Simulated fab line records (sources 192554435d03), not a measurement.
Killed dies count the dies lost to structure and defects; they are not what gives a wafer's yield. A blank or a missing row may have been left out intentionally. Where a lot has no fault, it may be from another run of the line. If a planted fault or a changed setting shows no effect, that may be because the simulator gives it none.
fab line records	flow n5Finfet
[record] lots = 9	wafers = 27	lastDay = 20
route steps=1938 shown BEOL_M7@1278 PASSIVATION@1936
lots that met no fault: from a run of the same line without faults
startH: start of the lot's first displayed wafer, in hours after the record's first day	waitH: hours since the lot's step before	" repeats the value in the row above	L1.1+2: one row covering several wafers at once	- no value present, or no start provided	* or withheld: withheld	< > ~ a bound
route shown NAME@n: a module of which the file shows steps, and the number in the route of the first	usual: mean/standard deviation of fault-free wafers	same: alike in all rows	chamber/n: place in a boat	sites: each site's reading	_std_site: the standard deviation of these	_edge_site: outer sites' mean less inner sites'	radiusMm: how far each site lies from the wafer's centre	mask NAME#n: copy n	behind: the last tool/chamber to shape the wafer	hold: what put the lot on hold/how long, in hours/how the hold closed	device: transistor that didn't switch, given as n, p or np	end of line: the same wafers' tests at the end of the route	step lacking rows: just its recipe	killed: dies that structure and defects cost at the first sort, which is not the same as the wafer's yield	map: a wafer's dies, marking killed ones x, the rest . and places with no die _
set.NAME: the setting as run; set.NAME@STEP: as run at that earlier step	model.NAME: the simulator's own value behind a step, which no gauge read
the route's steps for a sample of lots (tables are steps, rows are wafers)
services: from which hour (startH, from the record's first day; less than 0 if before it) a tool's chamber was out of use, for how many hours, and why
[[steps]]
[step N5_BEOL_M7_INSPECT_13]
[recipe] mode = adi	inspectInstrument = brightfield
[usual] rawDefectCount = 373/86
lot.wafer	tool	chamber	startH	waitH	rawDefectCount
L404.2	defectInspect-01	-	236.85	0.0	409
L404.3	"	-	"	"	465
L404.5	"	-	"	"	331
L406.1	defectInspect-01	-	247.15	0.0	345
L406.2	"	-	"	"	359
L406.6	"	-	"	"	292
L410.2	defectInspect-02	-	248.10	0.0	555
L410.4	"	-	"	"	420
L410.5	"	-	"	"	427
L408.3	defectInspect-02	-	266.69	0.0	552
L408.4	"	-	"	"	570
L408.6	"	-	"	"	409
L416.1	defectInspect-01	-	334.22	0.0	334
L416.2	"	-	"	"	264
L416.4	"	-	"	"	392
L417.1	defectInspect-02	-	340.78	0.0	388
L417.2	"	-	"	"	474
L417.6	"	-	"	"	533
L422.2	defectInspect-02	-	358.94	0.0	230
L422.3	"	-	"	"	325
L422.5	"	-	"	"	355
L419.2	defectInspect-01	-	369.94	0.0	283
L419.4	"	-	"	"	244
L419.6	"	-	"	"	285
L424.1	defectInspect-01	-	388.07	0.0	356
L424.4	"	-	"	"	348
L424.6	"	-	"	"	440
[step N5_BEOL_M7_DESCUM_16]
[recipe] chemistry = O2	timeS = 7.9	sourcePowerW = 50	biasPowerW = 20	pressureMtorr = 20	rfFrequencyHz = 2.712e+07	tempC = 40	resist = CAR-ArF	o2FlowSccm = 225
[usual] drypumpMotorCurrentA = 5.4/0.44	o2FlowSccm = 225.0/0.74	oesProductAu = 0.77/0.086	rfVppV = 244.0/1.1	showerheadPlenumPTorr = 2.15/0.047	throttleValvePct = 20.43/0.22
lot.wafer	tool	chamber	startH	waitH	drypumpMotorCurrentA	o2FlowSccm	oesProductAu	rfHoursCounterH	rfVppV	showerheadPlenumPTorr	throttleValvePct
L404.2	rieDiel-02	0	236.88	0.0	5.0	227.5	0.68	214	242.5	2.16	20.56
L404.3	"	1	"	"	5.0	225.4	0.75	166	244.2	2.18	20.24
L404.5	"	2	"	"	4.8	225.2	0.82	-	244.4	2.20	20.86
L406.1	rieDiel-02	2	247.31	0.2	4.8	224.6	0.82	93	243.7	2.20	20.88
L406.2	"	3	"	"	5.5	226.1	0.79	95	245.3	2.19	20.17
L406.6	"	0	"	"	5.1	225.3	0.68	-	243.0	2.16	20.57
L410.2	rieDiel-04	0	248.13	0.0	6.1	224.7	0.95	11	243.0	2.14	20.44
L410.4	"	3	"	"	5.6	223.8	0.74	-	241.1	2.09	20.33
L410.5	"	0	"	"	6.1	224.3	0.95	-	242.7	2.14	20.41
L408.3	rieDiel-02	3	267.15	0.5	5.5	224.9	0.79	101	244.5	2.19	20.18
L408.4	"	2	"	"	4.8	224.7	0.82	98	244.2	2.20	20.87
L408.6	"	3	"	"	5.5	224.9	0.80	-	245.9	2.19	20.18
L416.1	rieDiel-02	0	334.33	0.1	5.0	225.9	0.66	245	245.4	2.15	20.63
L416.2	"	1	"	"	5.1	224.2	0.72	199	244.2	2.17	20.29
L416.4	"	2	"	"	4.8	226.4	0.80	112	245.5	2.19	20.89
L417.1	rieDiel-04	3	340.81	0.0	5.6	225.5	0.71	189	242.0	2.08	20.40
L417.2	"	0	"	"	6.1	225.7	0.90	40	245.1	2.13	20.47
L417.6	"	0	"	"	6.1	224.2	0.90	-	244.8	2.13	20.48
L422.2	rieDiel-04	1	358.98	0.0	6.1	225.3	0.90	28	245.6	2.23	20.20
L422.3	"	3	"	"	5.6	224.7	0.72	193	242.9	2.08	20.38
L422.5	"	0	"	"	6.1	225.0	0.89	-	243.5	2.13	20.46
L419.2	rieDiel-04	0	370.16	0.2	6.1	226.0	0.89	46	245.2	2.13	20.48
L419.4	"	0	"	"	6.1	225.3	0.88	-	243.3	2.13	20.49
L419.6	"	3	"	"	5.6	224.0	0.71	-	244.2	2.08	20.38
L424.1	rieDiel-02	1	388.43	0.4	5.0	224.7	0.71	214	243.6	2.16	20.33
L424.4	"	2	"	"	4.8	225.3	0.79	128	246.0	2.19	20.92
L424.6	"	3	"	"	5.5	224.2	0.76	-	244.2	2.18	20.23
[step N5_BEOL_M7_ETCH_65]
[recipe] chemistry = CF4	target = SiARC	targetDepthA = 156	maskMaterial = CAR-EUV	timeS = 26	ionEnergyEv = 80	pressureMtorr = 40	sourceW = 545	biasW = 36	Ar_flow_sccm = 100	cf4FlowSccm = 100	ends = cleared
[usual] biasW = 35.99/0.096	drypumpMotorCurrentA = 5.3/0.46	etchRfOnTimeS = 26.0/0.37	oesProductAu = 0.66/0.07	rfVppV = 184.7/1	showerheadPlenumPTorr = 2.19/0.047	throttleValvePct = 15.62/0.19
lot.wafer	tool	chamber	startH	waitH	biasW	drypumpMotorCurrentA	etchRfOnTimeS	oesProductAu	rfHoursCounterH	rfVppV	showerheadPlenumPTorr	throttleValvePct
L404.2	rieDiel-02	2	240.44	0.0	36.03	4.8	25.5	0.71	91	185.6	2.25	15.97
L404.3	"	3	"	"	35.87	5.5	26.1	0.68	94	185.9	2.25	15.38
L404.5	"	2	"	"	36.06	4.8	25.5	0.70	-	185.8	2.25	15.96
L406.1	rieDiel-01	0	248.48	0.0	35.87	5.5	26.1	0.63	163	185.7	2.22	15.47
L406.2	"	2	"	"	35.95	5.0	25.7	0.64	171	184.3	2.14	15.80
L406.6	"	3	"	"	35.74	4.6	26.4	0.62	-	184.5	2.22	15.55
L410.2	rieDiel-04	0	260.64	0.0	35.89	6.1	26.2	0.80	16	183.5	2.18	15.50
L410.4	"	2	"	"	35.99	5.5	26.5	0.59	-	184.5	2.12	15.78
L410.5	"	0	"	"	35.93	6.1	26.0	0.80	-	183.3	2.18	15.50
L408.3	rieDiel-01	3	268.24	0.0	35.88	4.6	26.2	0.62	196	183.7	2.21	15.55
L408.4	"	2	"	"	36.14	5.0	25.5	0.64	-	184.2	2.13	15.80
L408.6	"	0	"	"	35.85	5.5	25.8	0.63	-	185.3	2.22	15.49
L416.1	rieDiel-02	2	336.18	0.0	35.97	4.8	25.8	0.69	113	185.8	2.24	16.00
L416.2	"	3	"	"	35.90	5.5	26.4	0.66	124	184.4	2.23	15.46
L416.4	"	0	"	"	35.92	5.1	26.3	0.56	246	184.0	2.19	15.86
L417.1	rieDiel-01	1	342.09	0.0	35.92	5.8	25.6	0.77	21	185.3	2.19	15.53
L417.2	"	0	"	"	35.97	5.5	25.9	0.61	193	185.5	2.21	15.53
L417.6	"	0	"	"	35.94	5.5	26.0	0.61	-	184.8	2.21	15.51
L422.2	rieDiel-04	0	362.30	0.0	35.92	6.1	25.8	0.76	44	184.2	2.17	15.55
L422.3	"	3	"	"	35.89	5.7	25.6	0.62	193	183.9	2.13	15.59
L422.5	"	2	"	"	36.04	5.5	26.6	0.57	-	184.1	2.11	15.84
L419.2	rieDiel-01	0	371.77	0.0	36.05	5.5	25.9	0.61	204	184.2	2.21	15.55
L419.4	"	3	"	"	36.16	4.7	26.7	0.59	218	184.4	2.21	15.60
L419.6	"	3	"	"	36.07	4.7	26.4	0.60	-	183.7	2.21	15.59
L424.1	rieDiel-02	0	394.63	0.0	36.03	5.0	25.7	0.82	4	186.8	2.19	15.37
L424.4	"	3	"	"	35.97	5.5	26.4	0.65	138	187.5	2.23	15.48
L424.6	"	2	"	"	36.18	4.8	25.8	0.67	-	184.9	2.23	16.03
[step N5_BEOL_M7_ETCH_66]
[recipe] chemistry = N2/H2	target = SOC	targetDepthA = 800	overetchA = 160	maskMaterial = SiARC	tempC = 40	timeS = 120	ionEnergyEv = 200	pressureMtorr = 30	sourceW = 840	biasW = 150	n2FlowSccm = 200	h2FlowSccm = 200
[usual] biasW = 149.9/0.41	drypumpMotorCurrentA = 5.3/0.46	h2FlowSccm = 200.0/0.58	oesProductAu = 0.59/0.061	rfVppV = 525.6/1.8	showerheadPlenumPTorr = 2.61/0.061	throttleValvePct = 17.83/0.22
lot.wafer	tool	chamber	startH	waitH	biasW	drypumpMotorCurrentA	h2FlowSccm	oesProductAu	rfHoursCounterH	rfVppV	showerheadPlenumPTorr	throttleValvePct
L404.2	rieDiel-02	2	240.47	0.0	150.2	4.9	199.7	0.63	91	526.8	2.68	18.34
L404.3	"	3	"	"	149.9	5.5	199.5	0.61	94	528.8	2.68	17.56
L404.5	"	2	"	"	149.4	4.9	200.7	0.62	-	527.7	2.68	18.35
L406.1	rieDiel-01	0	248.51	0.0	149.8	5.5	200.5	0.56	163	527.0	2.64	17.66
L406.2	"	2	"	"	150.2	5.0	199.8	0.57	171	523.1	2.53	17.93
L406.6	"	3	"	"	151.1	4.7	200.1	0.56	-	525.9	2.64	17.67
L410.2	rieDiel-04	0	260.67	0.0	150.3	6.1	199.8	0.72	16	525.8	2.60	17.79
L410.4	"	2	"	"	149.8	5.5	199.8	0.54	-	523.5	2.51	17.96
L410.5	"	0	"	"	149.9	6.1	200.7	0.72	-	524.4	2.60	17.79
L408.3	rieDiel-01	3	268.27	0.0	150.2	4.7	199.8	0.56	196	526.3	2.63	17.68
L408.4	"	2	"	"	131.4	5.0	199.7	0.57	-	481.1	2.53	17.95
L408.6	"	0	"	"	150.3	5.5	200.5	0.56	-	528.2	2.64	17.67
L416.1	rieDiel-02	2	336.21	0.0	149.6	4.8	200.8	0.60	113	527.2	2.67	18.38
L416.2	"	3	"	"	149.7	5.5	200.0	0.59	124	527.2	2.67	17.59
L416.4	"	0	"	"	150.1	5.1	200.3	0.51	246	526.0	2.62	18.04
L417.1	rieDiel-01	1	342.12	0.0	150.1	5.8	199.6	0.69	21	525.3	2.60	17.87
L417.2	"	0	"	"	149.9	5.5	200.2	0.55	193	526.1	2.63	17.72
L417.6	"	0	"	"	150.3	5.5	200.0	0.55	-	528.4	2.63	17.71
L422.2	rieDiel-04	0	362.33	0.0	149.3	6.1	200.2	0.67	44	524.8	2.59	17.85
L422.3	"	3	"	"	149.8	5.7	200.2	0.55	193	522.7	2.52	17.76
L422.5	"	2	"	"	149.3	5.5	200.5	0.53	-	522.5	2.50	18.01
L419.2	rieDiel-01	0	371.79	0.0	149.9	5.5	200.3	0.55	204	525.7	2.63	17.74
L419.4	"	3	"	"	150.0	4.7	198.7	0.54	218	524.8	2.62	17.74
L419.6	"	3	"	"	149.9	4.7	200.2	0.54	-	527.0	2.62	17.72
L424.1	rieDiel-02	0	394.66	0.0	150.3	5.1	199.9	0.73	4	525.4	2.61	17.61
L424.4	"	3	"	"	150.3	5.5	199.8	0.59	138	526.8	2.66	17.63
L424.6	"	2	"	"	149.5	4.8	200.0	0.60	-	527.3	2.66	18.41
[step N5_PASSIVATION_PROBE_49]
[usual] defectLimitedYield = 90.9/1.3	killed_at_M0_to_M3 = 36/11	killed_at_M4_up = 13/5.1	killedAtContacts = 14/4.9	killedAtFrontEnd = 41/10	killedAtOther = 3.4/2.6	killedDies = 107/16	killedOpen = 70/11	killedShort = 36/7.8	sort_bin_5_function = 5.4/0.84	sort_bin_6_memory = 3.4/0.67	sort_bin_8_speed = 0.00/0.0099	sortNPass = 1073/16	sortYieldPct = 90.9/1.3
[same] grossDies = 1180	killedAtBackSide = 0	sort_bin_4_leakage[%] = 0
lot.wafer	tool	chamber	startH	waitH	defectLimitedYield[%]	killed_at_M0_to_M3	killed_at_M4_up	killedAtContacts	killedAtFrontEnd	killedAtOther	killedDies	killedOpen	killedShort	sort_bin_5_function[%]	sort_bin_6_memory[%]	sort_bin_8_speed[%]	sortNPass	sortYieldPct[%]
L406.1	prober-01	-	333.03	0.0	91.0	34	17	8	46	1	106	73	32	5.0	3.6	0	1074	91.0
L406.2	prober-01	-	333.08	0.1	92.2	30	8	23	30	1	92	65	26	4.7	2.9	0	1088	92.2
L406.6	prober-01	-	333.28	0.3	88.5	37	9	21	65	4	136	85	50	6.9	4.1	0	1044	88.5
L404.2	prober-02	-	340.09	0.1	93.1	17	19	9	31	6	82	58	24	4.4	2.2	0	1098	93.1
L404.3	prober-02	-	340.14	0.1	92.9	23	17	13	26	5	84	54	29	5.1	1.9	0	1096	92.9
L404.5	prober-02	-	340.24	0.2	90.3	46	11	13	37	8	115	82	33	6.1	3.5	0	1065	90.3
// killed by level:class
L406.1 STI_FIN_REVEAL:geometricParticle:open=14 BEOL_M4:geometricParticle:open=9 DUMMY_GATE:geometricParticle:open=7 BEOL_M2:geometricParticle:open=7 MOL_CONTACT_COAG:geometricParticle:open=6 FIN_SAQP:geometricParticle:open=5 BEOL_M0_SAQP:geometricParticle:short=5 ILD0:geometricParticle:open=4
L406.2 MOL_CONTACT_COAG:geometricParticle:open=18 FIN_SAQP:geometricParticle:open=8 BEOL_M0_SAQP:geometricParticle:short=7 BEOL_M3:geometricParticle:open=7 BEOL_M4:geometricParticle:open=6 GATE_CUT:geometricParticle:open=5 MOL_CONTACT_COAG:geometricParticle:short=5 BEOL_M0_SAQP:geometricParticle:open=5
L406.6 STI_FIN_REVEAL:geometricParticle:open=22 MOL_CONTACT_COAG:geometricParticle:open=14 FIN_SAQP:geometricParticle:open=13 BEOL_M0_SAQP:geometricParticle:short=9 BEOL_M0_SAQP:geometricParticle:open=8 FIN_SAQP:geometricParticle:short=7 MOL_CONTACT_COAG:geometricParticle:short=7 GATE_CUT:geometricParticle:open=5
L404.2 STI_FIN_REVEAL:geometricParticle:open=8 BEOL_M4:geometricParticle:open=8 MOL_CONTACT_COAG:geometricParticle:open=7 BEOL_M0_SAQP:geometricParticle:short=6 DUMMY_GATE:geometricParticle:open=6 BEOL_M0_SAQP:geometricParticle:open=6 FIN_SAQP:geometricParticle:open=5 BEOL_M5:geometricParticle:open=4
L404.3 MOL_CONTACT_COAG:geometricParticle:open=9 BEOL_M6:geometricParticle:open=6 FIN_SAQP:geometricParticle:open=4 MOL_CONTACT_COAG:geometricParticle:short=4 BEOL_M0_SAQP:geometricParticle:short=4 BEOL_M0:geometricParticle:open=4 BEOL_M2:geometricParticle:open=4 BEOL_M4:geometricParticle:open=4
L404.5 BEOL_M0_SAQP:geometricParticle:open=17 BEOL_M0_SAQP:geometricParticle:short=15 MOL_CONTACT_COAG:geometricParticle:open=10 STI_FIN_REVEAL:geometricParticle:open=9 DUMMY_GATE:geometricParticle:open=8 GATE_CUT:geometricParticle:open=4 BEOL_M1:geometricParticle:open=4 BEOL_M3:geometricParticle:open=4
[[services]]
tool	chamber	startH	hours	kind
rieDiel-04	1	237.23	-	clean
rieDiel-04	1	237.23	-	consumableReplace:focusRing
rieDiel-04	1	237.23	-	consumableReplace:showerhead
rieDiel-04	1	237.23	24.6	scheduledDown
rieDiel-04	1	237.23	24.6	ventCycle
rieDiel-02	-	249.18	0.2	repair
rieDiel-01	1	251.59	-	clean
rieDiel-01	1	251.59	-	consumableReplace:focusRing
rieDiel-01	1	251.59	17.7	scheduledDown
rieDiel-01	1	251.59	17.7	ventCycle
rieDiel-01	1	291.76	3.0	repair
rieDiel-02	2	294.86	20.4	repair
rieDiel-01	3	342.61	28.4	repair
rieDiel-01	-	343.93	0.2	repair
rieDiel-02	3	351.99	7.2	repair
rieDiel-02	0	359.19	-	clean
rieDiel-02	0	359.19	-	consumableReplace:focusRing
rieDiel-02	0	359.19	22.7	scheduledDown
rieDiel-02	0	359.19	22.7	ventCycle
rieDiel-04	2	369.75	-	clean
rieDiel-04	2	369.75	-	consumableReplace:focusRing
rieDiel-04	2	369.75	20.7	scheduledDown
rieDiel-04	2	369.75	20.7	ventCycle
[[key]]
[firstSign] step = N5_BEOL_M7_ETCH_66	reading = biasW	direction = down	sigmas = 45	usual = *	struck = *
[effect] step = N5_BEOL_M7_ETCH_66	reading = rfVppV	direction = down	sigmas = 25	usual = 525.6	struck = 481.1
metAt N5_BEOL_M7_ETCH_66
struckLots L408
struckWafers L408.4
notActingAt N5_BEOL_M7_INSPECT_13,N5_BEOL_M7_DESCUM_16,N5_BEOL_M7_ETCH_65
onsetBetween 248.51 268.27
[fault] kind = processParameterDrift	tool = rieDiel-01	chamber = 2	onsetH = 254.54	steps = N5_BEOL_M7_ETCH_66	channel = biasW	offset = *	shape = step	endH = 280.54	actsIn = *	stated = *
